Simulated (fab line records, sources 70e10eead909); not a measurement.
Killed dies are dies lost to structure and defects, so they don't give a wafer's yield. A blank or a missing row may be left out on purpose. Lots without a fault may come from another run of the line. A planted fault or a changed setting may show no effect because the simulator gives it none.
Problem report in the 8D (eight disciplines) form, filled by code | flow nand_harc | the parts of the form that need people (team, actions taken, sign-off) are left out

1. THE PROBLEM
oes_product_au at NHARC_A_CHANNEL_FILL_D2_ETCHBACK_19 reads a mean of 0.724 a.u. on 2 wafers of 2 lots; wafers without a fault read 0.996 a.u. with a standard deviation of 0.012. That is -23 standard deviations from the usual mean.
The step: etches the open film in HBr/Cl2, target depth 5 nm, time 1.7 s.
First seen on wafer L752.3, day 18 16:23, on rie_si-03. The record holds 42 wafers of 14 lots with a number at this step. Rule for "out", or "out of limits": more than 4 standard deviations from the usual mean. The other wafers with a number count as sound.

2. WHAT IT IS AND WHAT IT IS NOT
question                    | is                | is not
which readings at this step | oes_product_au    | drypump_motor_current_A, mfc_cl2_sccm, throttle_valve_pct
which lots                  | L752, L753        | L743, L744, L747, L756, L757, L758, L759, L761, L762, L763, L765, L766
which wafers of those lots  | L752.3, L753.1    | L752.4, L752.6, L753.2, L753.6
read on which tools         | rie_si-03         | rie_si-02, rie_si-05
when                        | from day 18 16:23 | up to then (11 sound wafers); but 29 sound wafers of L753, L756, L757, L758, L759, L761, L762, L763, L765, L766 came after

3. SUSPECTS, AND WHAT RULES EACH OUT
Counting: a tool at a process step up to the reading stays a suspect if it ran every lot that is out. Sound lots after the first of them don't rule it out here, since some wafers of a struck lot are sound.
- rie_si-03 at NHARC_A_CHANNEL_FILL_D2_ETCHBACK_19 (etches the open film in HBr/Cl2, target depth 5 nm, time 1.7 s): kept. It ran every lot that is out, first L752 (day 18 16:23). Its own readings are out on those wafers: oes_product_au.
Left after counting: rie_si-03 at NHARC_A_CHANNEL_FILL_D2_ETCHBACK_19.

4. THE CAUSE (what the simulator had put in)
Process parameter drift: rie_si-03, from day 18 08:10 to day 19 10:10, at NHARC_A_CHANNEL_FILL_D2_ETCHBACK_19. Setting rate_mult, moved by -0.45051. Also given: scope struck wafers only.
Counting left only this tool.

5. THE CHAIN OF EFFECTS, in route order
Each row: a reading whose mean over the struck wafers that have a number lies more than 3 standard deviations from the usual. Only readings for which the record gives a usual standard deviation are gone through. hours: the time from each lot's start at the first step in this table that gives one to its start at this step, as a median over the lots. sigmas: the change in usual standard deviations.
hours | step                                | reading        | usual      | on struck wafers | change | sigmas
0     | NHARC_A_CHANNEL_FILL_D2_ETCHBACK_19 | oes_product_au | 0.996 a.u. | 0.724            | -0.272 | -23
The process steps in it:
- NHARC_A_CHANNEL_FILL_D2_ETCHBACK_19: etches the open film in HBr/Cl2, target depth 5 nm, time 1.7 s.

6. WHAT WOULD HAVE CAUGHT IT SOONER
In this record the first reading out of limits was taken at day 18 16:23, 8 hours after the fault began at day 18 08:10.
